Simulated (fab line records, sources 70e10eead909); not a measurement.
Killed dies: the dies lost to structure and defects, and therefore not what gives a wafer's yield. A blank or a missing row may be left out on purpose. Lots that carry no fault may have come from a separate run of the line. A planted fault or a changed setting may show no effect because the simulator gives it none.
fab line records ; flow nandHarc ; part 2 of 2: steps 39 to 39 of 39
record: lots: 6; wafers: 18; lastDay: 24
route steps=1159 shown A_ZERO_WELL@412 A_SOURCE_PLATE@413 A_ONON_D1@424 A_CHANNEL_HOLE_D1@450 END@1159
lots untouched by any fault: they come from a run of this same line in which no faults occurred
startH: the number of hours between the record's first day and the start of the first shown wafer of the lot ; waitH: hours from the lot's prior step to this one ; " the same as in the row above ; L1.1+2: a row that stands for several wafers ; - no value, or no start given ; * or withheld: withheld ; < > ~ a bound
route shown NAME@n: NAME is a module with steps in the file, n the number in the route of the first one ; usual: mean/standard deviation of fault-free wafers ; same: alike in all rows ; chamber/n: place in a boat ; sites: per-site readings ; _std_site: the values' standard deviation ; _edge_site: inner sites' mean taken away from outer sites' mean ; radiusMm: how far each site lies from the wafer's centre ; mask NAME#n: copy n ; behind: tool/chamber where the wafer was last shaped ; hold: what put the lot on hold/how long, in hours/how the hold closed ; device: whichever transistor did not switch (one of n, p or np) ; end of line: at the end of the route, the tests of the same wafers ; where a step has no rows: the recipe by itself ; killed: dies that structure and defects cost at the first sort, which is not the same as the wafer's yield ; map: dies across one wafer; x = killed, . = not, _ = none there
set.NAME: setting as actually run; set.NAME@STEP: the setting as run at that earlier step ; model.NAME: the simulator's own value behind a step, which no gauge read
lots at selected steps of the route; one table per step, one row per wafer
services: the hour from which a tool's chamber was out of use, counted from the record's first day as startH (under 0 if before that day), plus the number of hours and why
== steps ==
step: NHARC_END_SORT_01
recipe: tempC: 25
usual: killedAtArray: 31/12; killedAtOther: 0.6/0.85; killedAtPeriphery: 3.0/2.3; killedDies: 35/12; killedOpen: 3.2/1.9; killedShort: 1.8/1.4
same: grossDies: 677
lot.wafer;tool;chamber;startH;waitH;killedAtArray;killedAtOther;killedAtPeriphery;killedDies;killedOpen;killedShort
L672.2;prober-02;0;446.39;2.8;20;0;2;22;2;7
L672.3;prober-02;0;447.19;3.1;13;0;1;14;1;0
L672.4;prober-02;0;447.99;3.4;9;0;1;10;1;2
L677.2;prober-01;0;483.13;2.8;33;1;2;36;2;2
L677.4;prober-01;0;484.76;3.4;43;1;2;46;3;1
L677.5;prober-01;0;485.58;3.8;55;2;2;59;4;0
L684.1;prober-01;0;533.85;2.5;55;1;2;58;2;1
L684.2;prober-01;0;534.65;2.8;49;1;0;50;1;2
L684.5;prober-01;0;537.04;3.7;59;0;1;60;1;0
L683.1;prober-01;0;541.63;2.5;50;0;1;51;3;1
L683.2;prober-01;0;542.43;2.8;67;1;3;71;1;5
L683.6;prober-01;0;545.63;4.0;58;0;5;63;4;2
L687.2;prober-02;0;565.72;2.8;38;0;4;42;2;6
L687.3;prober-02;0;566.51;3.1;32;0;8;40;3;1
L687.4;prober-02;0;567.31;3.4;39;1;2;42;3;4
L692.1;prober-02;0;574.02;2.5;20;2;2;24;4;1
L692.2;prober-02;0;574.82;2.8;17;4;2;23;3;2
L692.4;prober-02;0;576.42;3.4;17;1;4;22;3;4
killed by level:class
L672.2 A_BLC:chamberFilmFlake=4 A_CHANNEL_HOLE_D1:chamberFilmFlake=3 A_SGD_CUT:geometricParticle:short=2 A_WL_FILL:geometricParticle:short=2 A_CONTACT:geometricParticle:short=2 A_CONTACT:chamberFilmFlake=2 P_M0:geometricParticle:open=1 A_CHANNEL_FILL_D1:geometricParticle:short=1
L672.3 A_STAIRCASE:chamberFilmFlake=5 A_CHANNEL_HOLE_D1:chamberFilmFlake=4 A_BLC:chamberFilmFlake=2 A_CHANNEL_FILL_D1:geometricParticle:open=1 P_STI:chamberFilmFlake=1 A_CONTACT:chamberFilmFlake=1
L672.4 A_CHANNEL_HOLE_D1:chamberFilmFlake=3 A_WL_FILL:chamberFilmFlake=2 A_ONON_D1:geometricParticle:short=1 A_CHANNEL_FILL_D1:geometricParticle:short=1 A_CONTACT:geometricParticle:open=1 P_STI:chamberFilmFlake=1 A_SLIT:chamberFilmFlake=1
L677.2 A_SLIT:chamberFilmFlake=10 A_CHANNEL_HOLE_D1:chamberFilmFlake=8 A_CONTACT:chamberFilmFlake=8 A_ZERO_WELL:chamberFilmFlake=2 A_STAIRCASE:chamberFilmFlake=2 P_STI:geometricParticle:open=1 A_SGD_CUT:geometricParticle:short=1 A_CONTACT:geometricParticle:short=1
L677.4 A_CHANNEL_HOLE_D1:chamberFilmFlake=16 A_SLIT:chamberFilmFlake=15 A_CONTACT:chamberFilmFlake=6 P_M2:chamberFilmFlake=2 A_STAIRCASE:chamberFilmFlake=2 A_SOURCE_PLATE:geometricParticle:open=1 A_BLC:geometricParticle:open=1 A_M0:geometricParticle:open=1
L677.5 A_SLIT:chamberFilmFlake=20 A_CHANNEL_HOLE_D1:chamberFilmFlake=15 A_CONTACT:chamberFilmFlake=9 A_STAIRCASE:chamberFilmFlake=6 THIN_TSV:chamberFilmFlake=2 P_GATE:geometricParticle:open=1 A_ONON_D1:geometricParticle:open=1 A_STAIRCASE:geometricParticle:open=1
L684.1 A_ONON_D1:unspecified=26 A_CHANNEL_HOLE_D1:chamberFilmFlake=19 A_CONTACT:chamberFilmFlake=4 A_STAIRCASE:chamberFilmFlake=3 A_WL_FILL:chamberFilmFlake=2 P_GATE:geometricParticle:open=1 P_CONTACT:geometricParticle:open=1 A_CHANNEL_FILL_D1:geometricParticle:short=1
L684.2 A_ONON_D1:unspecified=19 A_CHANNEL_HOLE_D1:chamberFilmFlake=19 A_WL_FILL:chamberFilmFlake=5 A_CONTACT:chamberFilmFlake=3 A_CHANNEL_HOLE_D1:geometricParticle:short=1 A_WL_FILL:geometricParticle:short=1 A_BLC:geometricParticle:open=1 THIN_TSV:chamberFilmFlake=1
L684.5 A_CHANNEL_HOLE_D1:chamberFilmFlake=27 A_ONON_D1:unspecified=24 A_WL_FILL:chamberFilmFlake=5 A_CONTACT:chamberFilmFlake=2 P_M0:geometricParticle:open=1 A_STAIRCASE:chamberFilmFlake=1
L683.1 A_ONON_D1:unspecified=21 A_CHANNEL_HOLE_D1:chamberFilmFlake=16 A_STAIRCASE:chamberFilmFlake=4 A_CONTACT:chamberFilmFlake=3 P_CONTACT:geometricParticle:open=1 A_CHANNEL_FILL_D1:geometricParticle:open=1 A_SGD_CUT:geometricParticle:short=1 A_CONTACT:geometricParticle:open=1
L683.2 A_CHANNEL_HOLE_D1:chamberFilmFlake=29 A_ONON_D1:unspecified=27 A_STAIRCASE:chamberFilmFlake=5 P_CONTACT:geometricParticle:short=2 A_CONTACT:chamberFilmFlake=2 A_CHANNEL_FILL_D1:geometricParticle:short=1 A_SGD_CUT:geometricParticle:short=1 A_CONTACT:geometricParticle:open=1
L683.6 A_ONON_D1:unspecified=28 A_CHANNEL_HOLE_D1:chamberFilmFlake=18 A_CONTACT:chamberFilmFlake=4 A_CONTACT:geometricParticle:open=2 P_STI:chamberFilmFlake=2 A_WL_FILL:chamberFilmFlake=2 P_CONTACT:geometricParticle:short=1 P_M2:geometricParticle:open=1
L687.2 A_CHANNEL_HOLE_D1:chamberFilmFlake=24 A_WL_FILL:geometricParticle:short=4 P_CONTACT:chamberFilmFlake=4 A_CONTACT:geometricParticle:short=2 A_SLIT:chamberFilmFlake=2 A_CONTACT:chamberFilmFlake=2 A_CHANNEL_HOLE_D1:geometricParticle:open=1 A_WL_FILL:geometricParticle:open=1
L687.3 A_CHANNEL_HOLE_D1:chamberFilmFlake=24 A_CONTACT:chamberFilmFlake=4 P_CONTACT:chamberFilmFlake=3 P_ZERO_WELL:chamberFilmFlake=2 P_CONTACT:geometricParticle:short=1 P_M1:geometricParticle:open=1 A_CHANNEL_HOLE_D1:geometricParticle:open=1 A_WL_FILL:geometricParticle:open=1
L687.4 A_CHANNEL_HOLE_D1:chamberFilmFlake=25 A_CONTACT:chamberFilmFlake=4 A_STAIRCASE:chamberFilmFlake=2 P_M1:geometricParticle:short=1 A_ONON_D1:geometricParticle:short=1 A_CHANNEL_HOLE_D1:geometricParticle:open=1 A_CHANNEL_FILL_D1:geometricParticle:short=1 A_WL_FILL:geometricParticle:open=1
L692.1 A_CHANNEL_HOLE_D1:chamberFilmFlake=6 A_SLIT:chamberFilmFlake=3 A_CONTACT:geometricParticle:open=2 P_GATE:chamberFilmFlake=2 A_WL_FILL:chamberFilmFlake=2 A_CONTACT:chamberFilmFlake=2 THIN_TSV:chamberFilmFlake=2 A_SOURCE_PLATE:geometricParticle:open=1
L692.2 A_CHANNEL_HOLE_D1:chamberFilmFlake=8 THIN_TSV:chamberFilmFlake=3 A_SLIT:chamberFilmFlake=2 P_GATE:geometricParticle:open=1 A_CONTACT:geometricParticle:open=1 A_M0:geometricParticle:open=1 A_M1:geometricParticle:short=1 P_ZERO_WELL:chamberFilmFlake=1
L692.4 A_CHANNEL_HOLE_D1:chamberFilmFlake=9 A_SLIT:chamberFilmFlake=2 P_STI:geometricParticle:open=1 P_M1:geometricParticle:open=1 A_CHANNEL_FILL_D1:geometricParticle:short=1 A_WL_FILL:geometricParticle:short=1 A_CONTACT:geometricParticle:open=1 A_CONTACT:geometricParticle:short=1
== services ==
tool;chamber;startH;hours;kind
pecvdOnon-04;-;150.76;2.5;repair
pecvdOnon-03;-;153.16;13.0;pm
pecvd-02;-;153.43;13.0;pm
pecvd-04;-;161.77;0.6;repair
aclDep-02;-;167.90;13.0;pm
rieDiel-04;-;168.34;0.5;repair
rieDiel-10;-;176.50;9.0;pm
pecvd-04;-;195.80;13.0;pm
pecvd-04;0;195.80;13.0;ventCycle
pecvd-04;1;195.80;13.0;ventCycle
rieDiel-04;2;224.64;4.7;repair
pecvd-02;2;233.49;16.3;repair
pecvdOnon-04;-;237.00;13.0;pm
rieDiel-10;3;237.06;7.2;repair
pecvd-01;-;237.38;13.0;pm
rieDiel-09;-;254.37;9.0;pm
pecvd-03;-;267.46;0.8;repair
pecvd-01;-;280.01;0.6;repair
pecvd-03;-;288.20;2.5;repair
rieDiel-04;-;288.90;9.0;pm
pecvd-03;-;292.00;13.0;pm
pecvdOnon-02;-;292.32;13.0;pm
aclDep-01;-;293.03;13.0;pm
rieDiel-09;3;296.62;6.4;repair
== key ==
firstSign: step: NHARC_END_SORT_01; reading: killedAtArray; direction: up; sigmas: 2.2; usual: 31; struck: 56; wafersMoved: 4
effect: step: NHARC_END_SORT_01; reading: killedDies; direction: up; sigmas: 2.1; usual: 35; struck: 59; wafersMoved: 4
moreKillsBornAt: NHARC_A_ONON_D1_DEP_00@pecvdOnon-03: 145
metAt NHARC_A_ONON_D1_DEP_00
struckWafers L683.1,L683.2,L683.6,L684.1,L684.2,L684.5
testerLeftOut L683,L684
onsetBetween 174.48 246.96
fault: kind: chamberParticleSource; tool: pecvdOnon-03; chamber: 0; onsetH: 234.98; steps: NHARC_A_ONON_D1_DEP_00; ratePerVisitCm2: 0.052847; endH: 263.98
testerLeftOut: of these lots the tester's yield and bins aren't shown, on N5 and GAA mostly nor the transistor test; their killed dies are dies lost to structure and defects alone, not to doping, threshold or leakage, so they don't give the yield
